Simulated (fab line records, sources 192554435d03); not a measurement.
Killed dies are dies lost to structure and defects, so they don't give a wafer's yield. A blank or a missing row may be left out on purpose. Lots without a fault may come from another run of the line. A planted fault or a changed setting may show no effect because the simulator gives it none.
Chamber matching | flow n5_finfet | N5_MOL_CONTACT_COAG_ETCH_66 on rie_diel-02: 4 sister chambers
The step etches SiARC in CF4, target depth 13 nm, time 21.7 s. 14 wafers are shown with their chamber, then 7 later ones without.

WAFERS WITH THEIR CHAMBER
wafer  | chamber | showerhead_plenum_p_Torr (Torr) | drypump_motor_current_A (A) | throttle_valve_pct (%)
L076.1 | 1       | 2.13                            | 6.3                         | 15.91
L076.2 | 3       | 2.14                            | 5.4                         | 15.77
L076.5 | 1       | 2.13                            | 6.3                         | 15.91
L077.2 | 3       | 2.14                            | 5.4                         | 15.80
L077.4 | 0       | 2.19                            | 5.9                         | 15.58
L077.5 | 1       | 2.13                            | 6.3                         | 15.91
L081.2 | 1       | 2.12                            | 6.3                         | 15.91
L081.3 | 0       | 2.19                            | 5.9                         | 15.59
L081.4 | 3       | 2.14                            | 5.4                         | 15.79
L082.1 | 3       | 2.14                            | 5.3                         | 15.80
L082.2 | 0       | 2.19                            | 5.9                         | 15.58
L082.4 | 2       | 2.28                            | 6.3                         | 15.39
L085.3 | 1       | 2.12                            | 6.3                         | 15.95
L085.5 | 1       | 2.12                            | 6.3                         | 15.94

SIGNATURES (means of the wafers above)
reading                  | chamber 0 | chamber 1 | chamber 2 | chamber 3 | scatter within a chamber
showerhead_plenum_p_Torr | 2.1900    | 2.1250    | 2.2800    | 2.1400    | 0.00387
drypump_motor_current_A  | 5.900     | 6.300     | 6.300     | 5.375     | 0.0274
throttle_valve_pct       | 15.5833   | 15.9217   | 15.3900   | 15.7900   | 0.0153
Rule: a wafer's distance from a chamber is the root of the sum, over the readings, of the square of ((its reading less the chamber's mean) divided by the reading's scatter). The wafer belongs to the nearest chamber; if the next one is less than 2 further off, it can't be placed. The scatter: the root of (the sum of the squares of (reading less its chamber's mean) over the shown wafers, divided by (wafers less chambers)).

WAFERS WITHOUT THEIR CHAMBER
wafer  | showerhead_plenum_p_Torr (Torr) | drypump_motor_current_A (A) | throttle_valve_pct (%)
L085.6 | 2.19                            | 5.9                         | 15.61
L087.1 | 2.12                            | 6.3                         | 15.97
L087.5 | 2.27                            | 6.3                         | 15.43
L087.6 | 2.13                            | 5.4                         | 15.82
L089.2 | 2.27                            | 6.3                         | 15.43
L089.4 | 2.18                            | 5.9                         | 15.61
L089.5 | 2.13                            | 5.4                         | 15.81

WHICH CHAMBER EACH WENT THROUGH
wafer  | from the rows above | in truth
L085.6 | 0                   | 0
L087.1 | 1                   | 1
L087.5 | 2                   | 2
L087.6 | 3                   | 3
L089.2 | 2                   | 2
L089.4 | 0                   | 0
L089.5 | 3                   | 3
Placed correctly: 7 of 7. Can't be placed from these rows: 0. Placed wrongly: 0.
